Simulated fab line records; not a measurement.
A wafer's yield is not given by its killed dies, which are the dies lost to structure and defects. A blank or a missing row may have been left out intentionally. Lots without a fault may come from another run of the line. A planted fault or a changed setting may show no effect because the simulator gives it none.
Which tool is to blame? | flow n5-finfet | 10 lots, 30 wafers sampled, at 5 steps of a route of 1938

WHAT EACH GAUGE READ, for each wafer
N5_BEOL_M4_INSPECT_59: inspects for defects (darkfield). Usual: raw-defect-count at 84, with a standard deviation of 28.
lot  | measured     | on                | raw-defect-count | flag
L743 | day 7 20:23  | defect-inspect-01 | 58 64 51         |
L745 | day 9 07:51  | defect-inspect-02 | 102 65 76        |
L746 | day 9 14:11  | defect-inspect-02 | 51 59 58         |
L753 | day 11 21:11 | defect-inspect-01 | 204 109 123      |
L759 | day 12 18:33 | defect-inspect-02 | 110 91 114       |
L760 | day 12 20:53 | defect-inspect-02 | 55 66 37         |
L761 | day 13 15:43 | defect-inspect-01 | 56 54 68         |
L762 | day 13 19:59 | defect-inspect-01 | 110 81 80        |
L763 | day 14 17:01 | defect-inspect-01 | 104 77 94        |
L764 | day 14 10:45 | defect-inspect-02 | 130 146 128      |

N5_BEOL_M4_RC_MEAS_101. Usual: DIBL_N 36.2 mV/V, standard deviation 1.2; DIBL_P 36.3 mV/V, standard deviation 1.3; IOFF_N 0.155 nA/um, standard deviation 0.019; IOFF_N_LONG 5.54e-05 nA/um, standard deviation 2.4e-06; IOFF_P 0.210 nA/um, standard deviation 0.029; ION_N 677 uA/um, standard deviation 8.6; ION_P 465 uA/um, standard deviation 6.8; SS_N 71.4 mV/dec, standard deviation 0.48; SS_P 73.2 mV/dec, standard deviation 0.53; VT_N 249.9 mV, standard deviation 2.4; VT_N_LONG 275.0 mV, standard deviation 2.1; VT_N_LVT 99.0 mV, standard deviation 2.1; VT_P -250 mV, standard deviation 3.2.
lot  | measured     | on        | DIBL_N (mV/V)  | DIBL_P (mV/V)  | IOFF_N (nA/um)    | IOFF_N_LONG (nA/um)        | IOFF_P (nA/um)    | ION_N (uA/um) | ION_P (uA/um) | SS_N (mV/dec)  | SS_P (mV/dec)  | VT_N (mV)         | VT_N_LONG (mV)    | VT_N_LVT (mV)     | VT_P (mV)      | flag
L743 | day 7 20:34  | prober-02 | 35.9 35.5 35.7 | 36.3 36.4 36.2 | 0.161 0.155 0.155 | 5.91e-05 5.98e-05 5.94e-05 | 0.233 0.227 0.229 | 680 690 681   | 471 476 472   | 71.5 70.4 70.8 | 73.6 72.9 73.7 | 247.7 246.8 246.7 | 270.4 272.1 272.8 | 98.2 98.0 98.5    | -247 -247 -248 |
L745 | day 9 07:53  | prober-02 | 35.7 37.4 37.0 | 36.0 38.4 37.4 | 0.144 0.182 0.166 | 5.41e-05 5.39e-05 5.48e-05 | 0.215 0.245 0.222 | 671 678 666   | 463 469 464   | 71.6 70.9 71.0 | 73.4 74.0 73.7 | 251.6 246.6 249.5 | 275.7 276.2 275.5 | 100.5 96.9 99.0   | -249 -247 -248 |
L746 | day 9 14:22  | prober-02 | 37.6 37.2 36.1 | 37.0 36.6 35.7 | 0.164 0.149 0.144 | 5.39e-05 5.35e-05 5.39e-05 | 0.198 0.181 0.183 | 679 673 674   | 458 457 465   | 71.6 71.4 71.0 | 73.7 74.1 73.3 | 248.7 252.1 251.6 | 273.0 277.1 275.3 | 97.8 100.6 98.8   | -252 -253 -251 |
L753 | day 11 21:41 | prober-01 | 35.9 34.9 37.9 | 36.1 34.8 38.3 | 0.138 0.127 0.127 | 5.49e-05 5.46e-05 4.36e-05 | 0.197 0.173 0.234 | 662 664 659   | 462 461 466   | 71.7 71.5 72.2 | 73.6 72.1 73.4 | 251.8 252.5 258.7 | 275.4 276.2 283.3 | 101.6 101.4 109.3 | -250 -252 -250 |
L759 | day 12 18:44 | prober-02 | 36.5 35.7 36.0 | 37.6 36.6 37.3 | 0.155 0.142 0.145 | 5.33e-05 5.43e-05 5.18e-05 | 0.216 0.194 0.219 | 672 676 676   | 464 464 463   | 70.9 71.5 71.8 | 73.4 73.3 73.5 | 250.2 251.9 251.1 | 273.9 274.3 273.1 | 100.6 102.0 101.0 | -248 -251 -248 |
L760 | day 12 20:55 | prober-02 | 35.8 35.6 34.0 | 36.8 36.4 34.9 | 0.170 0.158 0.139 | 6.05e-05 5.93e-05 6.06e-05 | 0.225 0.217 0.197 | 678 681 679   | 472 469 467   | 71.5 71.2 70.5 | 73.3 73.2 73.4 | 245.8 249.6 247.4 | 274.4 268.5 270.3 | 96.8 99.9 99.2    | -248 -248 -249 |
L761 | day 13 15:44 | prober-02 | 34.4 35.5 35.8 | 35.3 36.5 36.0 | 0.122 0.139 0.135 | 5.29e-05 5.26e-05 5.31e-05 | 0.160 0.180 0.172 | 668 681 664   | 457 462 452   | 70.6 71.3 71.3 | 72.8 73.1 72.6 | 253.7 249.6 249.5 | 275.8 276.3 275.9 | 102.7 101.6 102.4 | -255 -254 -251 |
L762 | day 13 20:10 | prober-02 | 37.6 37.3 37.2 | 36.5 37.1 36.3 | 0.155 0.156 0.147 | 5.46e-05 5.42e-05 5.54e-05 | 0.207 0.218 0.203 | 665 680 671   | 457 465 467   | 71.7 71.6 71.3 | 72.6 72.3 73.1 | 250.2 250.3 250.7 | 275.9 274.0 275.2 | 99.8 98.8 101.5   | -250 -249 -249 |
L763 | day 14 17:31 | prober-02 | 36.7 36.6 37.7 | 36.1 35.9 38.0 | 0.170 0.166 0.184 | 5.84e-05 5.82e-05 5.66e-05 | 0.206 0.199 0.240 | 676 676 690   | 466 461 471   | 71.5 70.6 72.1 | 73.0 73.5 73.9 | 247.0 250.3 245.6 | 273.4 271.8 274.5 | 97.2 95.9 96.5    | -251 -252 -249 |
L764 | day 14 10:47 | prober-02 | 35.4 36.9 37.4 | 33.4 35.5 36.0 | 0.128 0.159 0.164 | 5.38e-05 5.36e-05 5.42e-05 | 0.159 0.188 0.199 | 657 673 674   | 451 459 458   | 70.9 71.7 71.9 | 72.4 72.8 73.6 | 252.2 250.4 249.7 | 276.2 276.5 273.8 | 102.0 98.0 97.4   | -254 -251 -252 |

N5_BEOL_M5_THK_MEAS_01. Usual: M5_ILD_THK 121.1 nm, standard deviation 1.4.
lot  | measured     | on            | M5_ILD_THK (nm)   | flag
L743 | day 7 22:26  | film-metro-01 | 119.0 120.9 122.6 |
L745 | day 9 09:25  | film-metro-02 | 120.9 119.7 122.4 |
L746 | day 9 15:46  | film-metro-01 | 120.3 121.8 121.8 |
L753 | day 11 22:46 | film-metro-02 | 123.1 121.2 123.1 |
L759 | day 12 20:07 | film-metro-01 | 119.1 120.8 121.3 |
L760 | day 12 22:29 | film-metro-01 | 120.7 122.5 123.2 |
L761 | day 13 17:16 | film-metro-01 | 119.8 120.5 120.8 |
L762 | day 13 21:50 | film-metro-01 | 120.3 120.7 122.0 |
L763 | day 14 18:35 | film-metro-01 | 120.3 120.8 121.0 |
L764 | day 14 12:19 | film-metro-01 | 118.9 119.4 120.2 |

TOOL THAT RAN EACH LOT (tool first, then ch and the chambers of the sampled wafers, then the start)
lot  | N5_HKMG_FIN_WET_ETCH_18             | N5_BEOL_M4_ANNEAL_91
L743 | wet-bench-03 ch 1,2,5, day 4 14:12  | pvd-sputter-03, day 7 18:44
L745 | wet-bench-06 ch 2,4,5, day 5 18:47  | pvd-sputter-02, day 9 06:09
L746 | wet-bench-06 ch 0,3,5, day 5 19:41  | pvd-sputter-01, day 9 11:51
L753 | wet-bench-06 ch 1,2,7, day 7 10:51  | pvd-sputter-01, day 11 19:32
L759 | wet-bench-03 ch 2,3,5, day 8 14:50  | pvd-sputter-01, day 12 16:53
L760 | wet-bench-03 ch 2,4,5, day 8 23:11  | pvd-sputter-01, day 12 19:13
L761 | wet-bench-03 ch 0,3,6, day 9 05:35  | pvd-sputter-02, day 13 13:56
L762 | wet-bench-03 ch 1,6,7, day 9 10:08  | pvd-sputter-02, day 13 18:17
L763 | wet-bench-03 ch 0,1,7, day 9 22:18  | pvd-sputter-03, day 14 15:25
L764 | wet-bench-05 ch 0,4,5, day 10 01:24 | pvd-sputter-01, day 14 08:43
- N5_HKMG_FIN_WET_ETCH_18: etches TiN in SC1, time 55 s, target depth 5.2 nm, rinse time 30 s.
- N5_BEOL_M4_ANNEAL_91: time 240 s.

AS READ BY THE TOOLS THEMSELVES (means over the sampled wafers that have a number; for cases with no such wafer, the mark the record gives instead)
N5_HKMG_FIN_WET_ETCH_18. Usual: bath-heat-duty-pct at 7.1 %, with a standard deviation of 0.91.
lot  | tool         | bath-heat-duty-pct (%) | flag
L743 | wet-bench-03 | 7.3                    |
L745 | wet-bench-06 | 7.8                    |
L746 | wet-bench-06 | 7.3                    |
L753 | wet-bench-06 | 7.0                    |
L759 | wet-bench-03 | 7.0                    |
L760 | wet-bench-03 | 6.4                    |
L761 | wet-bench-03 | 7.8                    |
L762 | wet-bench-03 | 7.3                    |
L763 | wet-bench-03 | 6.7                    |
L764 | wet-bench-05 | 6.5                    |

N5_BEOL_M4_ANNEAL_91. Usual: heater-power-w at 804 W, with a standard deviation of 89.
lot  | tool           | heater-power-w (W) | flag
L743 | pvd-sputter-03 | 820                |
L745 | pvd-sputter-02 | 787                |
L746 | pvd-sputter-01 | 762                |
L753 | pvd-sputter-01 | 842                |
L759 | pvd-sputter-01 | 847                |
L760 | pvd-sputter-01 | 835                |
L761 | pvd-sputter-02 | 769                |
L762 | pvd-sputter-02 | 772                |
L763 | pvd-sputter-03 | 854                |
L764 | pvd-sputter-01 | 824                |

THE ANSWER, worked out from the rows above alone
Rule: take the mean of a lot's wafers that have a number; if it is more than 3 standard deviations from the usual mean, the lot is off. A lot without any number at a reading at which 4 lots or more have one is off too. All remaining lots with rows at the step are treated as sound. Order of review: gauges by route order, followed by the tools' own readings, for which a lot's mean as printed above is used. At the first step where some lot is off, the reading lying furthest off is the one used; lots without a number count as furthest.
None of the lots is off at any reading shown; this tells nothing.

WHAT HAD BEEN PUT IN BY THE SIMULATOR
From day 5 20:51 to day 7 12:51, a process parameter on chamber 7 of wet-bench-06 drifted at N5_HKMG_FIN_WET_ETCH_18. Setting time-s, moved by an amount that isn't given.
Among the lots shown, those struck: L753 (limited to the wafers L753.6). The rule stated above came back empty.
